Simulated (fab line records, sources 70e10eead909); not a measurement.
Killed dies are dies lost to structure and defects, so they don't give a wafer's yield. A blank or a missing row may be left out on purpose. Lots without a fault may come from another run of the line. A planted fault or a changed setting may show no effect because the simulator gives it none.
A struck lot beside a sound one | flow nand_harc | 14 steps out of a route of 1159
Sound: wafers L827.1, L827.3, L827.6. Struck: wafers L817.4, L817.5, L817.6. The cause comes at the end.
At each step with rows: each side's tool, then ch and its chambers, then its first start. Under that, the readings that differ: sound wafers | struck wafers | difference of the means | sigmas: that difference in standard deviations of wafers without a fault.
alike: readings whose means differ by less than 2 such deviations, and words and numbers that are the same on both sides. not compared: withheld readings, readings that some wafer has no value for, bounds like >300 that may hide the same value, and numbers for which the record gives no deviation and whose values overlap.
The two part at a step that has a row with sigmas, a row that says differs or no value, or rows on one side only. Numbers that don't overlap but have no deviation are shown without sigmas and don't part them. A reading that every wafer of one side lacks parts them only if that side has two wafers or more.

first, 9 steps without rows for these wafers: NHARC_P_ZERO_WELL_STRIP_15 (strips in SPM, time 900 s); NHARC_P_ZERO_WELL_DEHYDRATE_16 (time 120 s); NHARC_P_ZERO_WELL_HMDS_17 (time 30 s); NHARC_P_ZERO_WELL_COAT_18; NHARC_P_ZERO_WELL_SOFTBAKE_19 (time 95 s); NHARC_P_ZERO_WELL_EBR_20; NHARC_P_ZERO_WELL_EXPOSE_21 (exposes mask P NWELL, target cd 720 nm); NHARC_P_ZERO_WELL_PEB_22 (peb time 85 s); NHARC_P_ZERO_WELL_DEVELOP_23 (time 70 s).
NHARC_P_ZERO_WELL_CD_MEAS_24: target cd 720 nm.
  sound on cd_sem-03 ch 0, day 6 08:35; struck on cd_sem-03 ch 0, day 3 21:01
  alike: cd_nm
then, 1 step without rows for these wafers: NHARC_P_ZERO_WELL_HARDBAKE_25 (time 80 s).
NHARC_P_ZERO_WELL_DESCUM_26: chemistry O2, time 3 s.
  sound on rie_diel-10 ch 1,2, day 6 08:45; struck on rie_diel-10 ch 0,1,3, day 3 21:11
  alike: chamber_pressure_mTorr, drypump_motor_current_A, oes_product_au, rf_vpp_V, showerhead_plenum_p_Torr, throttle_valve_pct
  not compared: rf_hours_counter_h
NHARC_P_ZERO_WELL_IMPLANT_27:
  sound on implanter-02 ch 0, day 6 08:54; struck on implanter-02 ch 0, day 3 21:49
  alike: beam_on_s, end_station_pressure_torr
then, 1 step without rows for these wafers: NHARC_P_ZERO_WELL_IMPLANT_57.

WHERE THEY PART
Nowhere in this record.

WHY: what the simulator had put in
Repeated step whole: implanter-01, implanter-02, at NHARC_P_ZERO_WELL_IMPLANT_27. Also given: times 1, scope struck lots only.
